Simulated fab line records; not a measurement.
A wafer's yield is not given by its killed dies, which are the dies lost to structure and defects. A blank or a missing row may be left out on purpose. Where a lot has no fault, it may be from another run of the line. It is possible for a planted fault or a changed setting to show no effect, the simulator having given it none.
Which tool did it? + flow nandHarc + 39 wafers from 13 lots sampled at 5 of the route's 1302 steps

WHAT THE GAUGES SHOWED, per wafer
NHARC_A_ONON_D1_THK_MEAS_05: measures by ellipsometry. Usual: thkNm 1003 nm, standard deviation 11.
| lot  | measured     | on           | thkNm (nm)     | flag |
|------|--------------|--------------|----------------|------|
| L509 | day 8 15:58  | filmMetro-02 | 1007 1008 1008 |      |
| L517 | day 12 06:17 | filmMetro-01 | 1003 1002 1002 |      |
| L519 | day 13 19:02 | filmMetro-02 | 1029 1028 1028 |      |
| L522 | day 13 19:04 | filmMetro-01 | 1003 1003 1004 |      |
| L521 | day 13 19:06 | filmMetro-02 | 992 990 990    |      |
| L520 | day 14 02:43 | filmMetro-02 | 1009 1009 1009 |      |
| L523 | day 14 21:26 | filmMetro-02 | 1010 1012 1009 |      |
| L524 | day 14 21:26 | filmMetro-01 | 1008 1008 1009 |      |
| L526 | day 16 00:48 | filmMetro-01 | 994 993 992    |      |
| L527 | day 16 09:54 | filmMetro-02 | 995 993 994    |      |
| L528 | day 16 22:47 | filmMetro-01 | 1004 1004 1002 |      |
| L529 | day 16 22:47 | filmMetro-01 | 986 988 987    |      |
| L530 | day 17 09:22 | filmMetro-02 | 1018 1017 1016 |      |

NHARC_A_ONON_D1_THK_MEAS_14: measures by ellipsometry. Usual: thkNm 1001 nm, standard deviation 10.
| lot  | measured     | on           | thkNm (nm)     | flag |
|------|--------------|--------------|----------------|------|
| L509 | day 8 17:58  | filmMetro-01 | 1011 1010 1009 |      |
| L517 | day 12 07:59 | filmMetro-01 | 1023 1024 1025 |      |
| L519 | day 13 20:43 | filmMetro-01 | 1009 1007 1009 |      |
| L522 | day 13 20:57 | filmMetro-02 | 1001 1003 1003 |      |
| L521 | day 13 20:57 | filmMetro-01 | 1005 1006 1007 |      |
| L520 | day 14 04:25 | filmMetro-01 | 994 994 994    |      |
| L523 | day 14 23:07 | filmMetro-01 | 997 996 996    |      |
| L524 | day 14 23:08 | filmMetro-02 | 995 993 995    |      |
| L526 | day 16 02:29 | filmMetro-02 | 1011 1010 1010 |      |
| L527 | day 16 11:35 | filmMetro-02 | 1015 1014 1012 |      |
| L528 | day 17 00:29 | filmMetro-01 | 1000 1000 1001 |      |
| L529 | day 17 00:29 | filmMetro-01 | 989 987 990    |      |
| L530 | day 17 11:05 | filmMetro-02 | 1006 1005 1007 |      |

NHARC_A_ONON_D1_THK_MEAS_24: measures by ellipsometry. Usual: thkNm 1000 nm, standard deviation 9.3.
| lot  | measured     | on           | thkNm (nm)     | flag |
|------|--------------|--------------|----------------|------|
| L509 | day 9 03:29  | filmMetro-01 | 529 528 1000   | OFF  |
| L517 | day 12 16:53 | filmMetro-02 | 1020 1018 1019 |      |
| L519 | day 14 09:41 | filmMetro-02 | 987 986 986    |      |
| L522 | day 14 09:41 | filmMetro-02 | 988 987 988    |      |
| L521 | day 14 09:41 | filmMetro-01 | 985 985 986    |      |
| L520 | day 14 17:31 | filmMetro-01 | 999 1001 1000  |      |
| L523 | day 15 08:08 | filmMetro-02 | 996 997 996    |      |
| L524 | day 15 08:08 | filmMetro-01 | 997 997 997    |      |
| L526 | day 16 11:45 | filmMetro-02 | 1008 1008 1008 |      |
| L527 | day 16 20:30 | filmMetro-01 | 1007 1006 1007 |      |
| L528 | day 17 09:25 | filmMetro-01 | 1017 1016 1015 |      |
| L529 | day 17 09:28 | filmMetro-02 | 1010 1009 1010 |      |
| L530 | day 17 20:02 | filmMetro-02 | 996 997 995    |      |

NHARC_A_CHANNEL_HOLE_D1_OVL_MEAS_11. Usual: overlayXNm -0.4 nm, standard deviation 0.7; overlayYNm -0.2 nm, standard deviation 0.92.
| lot  | measured     | on         | overlayXNm (nm) | overlayYNm (nm) | flag |
|------|--------------|------------|-----------------|-----------------|------|
| L509 | day 9 14:10  | overlay-02 | -0.1            | -0.5            |      |
| L517 | day 13 02:28 | overlay-02 | -0.6 -0.5 -0.4  | 0.5 0.1 0.0     |      |
| L519 | day 14 14:17 | overlay-02 | -0.2 -0.2 -0.2  | -0.1 0.3 -0.6   |      |
| L522 | day 14 14:32 | overlay-02 | 0.6 0.1 0.4     | 0.0 -0.9 -1.2   |      |
| L521 | day 14 14:08 | overlay-02 | -0.7 -0.4 -0.8  | 0.3 0.7 0.6     |      |
| L520 | day 14 23:22 | overlay-02 | 0.3 0.4 0.2     | -1.1 -0.2 -0.3  |      |
| L523 | day 15 12:39 | overlay-02 | -1.1 -0.8 -0.5  | -1.3 -1.2 -0.8  |      |
| L524 | day 15 12:30 | overlay-02 | -0.2 -0.2 -0.6  | 0.5 0.0 0.1     |      |
| L526 | day 17 04:02 | overlay-02 | -0.9 -0.2 -0.9  | 1.3 1.2 1.2     |      |
| L527 | day 17 04:05 | overlay-02 | 0.5 0.0 -0.2    | -0.2 -0.3 -0.3  |      |
| L528 | day 17 13:47 | overlay-02 | 0.3 0.9 1.1     | 1.7 1.7 1.5     |      |
| L529 | day 17 14:02 | overlay-02 | 0.5 0.5 0.5     | -1.3 -1.4 -1.0  |      |
| L530 | day 18 01:56 | overlay-02 | -1.0 -1.0 -1.4  | 0.3 0.0 0.4     |      |

WHICH TOOL RAN EACH LOT (tool, then ch and the chambers of the sampled wafers, then the start)
| lot  | NHARC_A_ONON_D1_DEP_22          |
|------|---------------------------------|
| L509 | pecvdOnon-03 ch 0, day 9 02:59  |
| L517 | pecvdOnon-02 ch 0, day 12 16:23 |
| L519 | pecvdOnon-01 ch 0, day 14 09:10 |
| L522 | pecvdOnon-02 ch 0, day 14 09:14 |
| L521 | pecvdOnon-03 ch 0, day 14 09:10 |
| L520 | pecvdOnon-01 ch 0, day 14 17:01 |
| L523 | pecvdOnon-03 ch 0, day 15 07:38 |
| L524 | pecvdOnon-01 ch 0, day 15 07:41 |
| L526 | pecvdOnon-03 ch 0, day 16 11:14 |
| L527 | pecvdOnon-03 ch 0, day 16 19:59 |
| L528 | pecvdOnon-02 ch 0, day 17 08:58 |
| L529 | pecvdOnon-03 ch 0, day 17 09:01 |
| L530 | pecvdOnon-01 ch 0, day 17 19:32 |
- NHARC_A_ONON_D1_DEP_22: target thk 1000 nm.

AS READ BY THE TOOLS THEMSELVES (means over the sampled wafers that have a number; for cases with no such wafer, the mark the record gives instead)
The record holds no such reading with a usual standard deviation.

THE ANSWER, worked out from the rows above alone
Rule: take the mean of a lot's wafers that have a number; if it is more than 3 standard deviations from the usual mean, the lot is off. A lot without any number at a reading at which 4 lots or more have one is off too. Where the step has rows for the other lots, those lots are counted as sound. Order of review: gauges by route order, followed by the tools' own readings, for which a lot's mean as printed above is used. At the first step where some lot is off, the reading lying furthest off is the one used; lots without a number count as furthest.
Off: L509 (NHARC_A_ONON_D1_THK_MEAS_24, thkNm).
If a tool, at a process step before that reading, ran all the lots that are off and no sound lot after the first of them, it fits. The gauges at NHARC_A_ONON_D1_THK_MEAS_24 are tried like those tools. None of those tried fits.

WHAT WAS PUT IN BY THE SIMULATOR
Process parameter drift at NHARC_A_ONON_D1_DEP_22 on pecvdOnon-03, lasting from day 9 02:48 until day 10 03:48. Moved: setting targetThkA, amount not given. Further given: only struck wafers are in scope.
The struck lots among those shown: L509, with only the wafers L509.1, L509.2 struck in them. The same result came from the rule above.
